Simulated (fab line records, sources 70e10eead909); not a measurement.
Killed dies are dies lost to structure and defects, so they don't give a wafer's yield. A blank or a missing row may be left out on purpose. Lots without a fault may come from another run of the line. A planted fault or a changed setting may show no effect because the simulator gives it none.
One fault seen from 2 desks | flow nand_harc | each desk has only its own numbers; what lay behind them comes last

THE METROLOGY DESK
What the gauges read, lot by lot, whatever tool the lot ran on: means of the sampled wafers that have a number. A lot is out of limits, marked OUT, if its mean lies more than 4 standard deviations from the usual mean; the brackets give that distance.
Columns: A = cd_nm at NHARC_THIN_TSV_CD_MEAS_33, usual 5000.7 nm
lot  | first seen here | A
L769 | day 19 08:34    | 5000.0
L779 | day 21 08:34    | 4999.4
L780 | day 21 22:26    | 4999.8
L784 | day 22 04:40    | 5002.9
L785 | day 23 03:06    | 5001.3
L788 | day 24 04:41    | 4997.5
This desk's finding: nothing out of limits on any of the 6 lots.

THE TOOL OWNER'S DESK: rie_metal-03
The tool's own readings at NHARC_THIN_TSV_ETCH_59 (etches the open film in Cl2/BCl3, target depth 880 nm, time 138.1 s): means of the sampled wafers that have a number, for each lot that ran on this tool. A lot is out of limits, marked OUT, if its mean lies more than 4 standard deviations from the usual mean; the brackets give that distance.
Columns: A = drypump_motor_current_A at NHARC_THIN_TSV_ETCH_59, usual 5.8 A; B = he_backside_leak_sccm at NHARC_THIN_TSV_ETCH_59, usual 3.33 sccm; C = oes_product_au at NHARC_THIN_TSV_ETCH_59, usual 0.999 a.u.; D = throttle_valve_pct at NHARC_THIN_TSV_ETCH_59, usual 22.264 %
lot  | first seen here | A   | B    | C                | D
L769 | day 19 08:52    | 5.6 | 3.24 | 1.010            | 22.270
L779 | day 21 08:53    | 5.6 | 3.27 | 0.951 (-4.4) OUT | 22.258
L780 | day 21 22:43    | 5.8 | 3.12 | 0.959            | 22.264
This desk's finding: out of limits on L779; first on L779, day 21 08:53 (oes_product_au at NHARC_THIN_TSV_ETCH_59). In limits: L769, L780.

PUT TOGETHER
The tool owner's desk could have raised an alarm at day 21 08:53, on L779.
The metrology desk saw nothing out of limits.
The metrology desk has L779 on record, within its limits.
Of the lots named, all ran NHARC_THIN_TSV_ETCH_59 on rie_metal-03.

WHAT THE SIMULATOR HAD PUT IN
Process parameter drift: rie_metal-03, from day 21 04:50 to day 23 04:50, at NHARC_THIN_TSV_ETCH_59. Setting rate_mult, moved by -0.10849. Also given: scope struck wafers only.
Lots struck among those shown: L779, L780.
Hours from the fault's start to each desk's first reading out of limits: the tool owner's desk, 4.
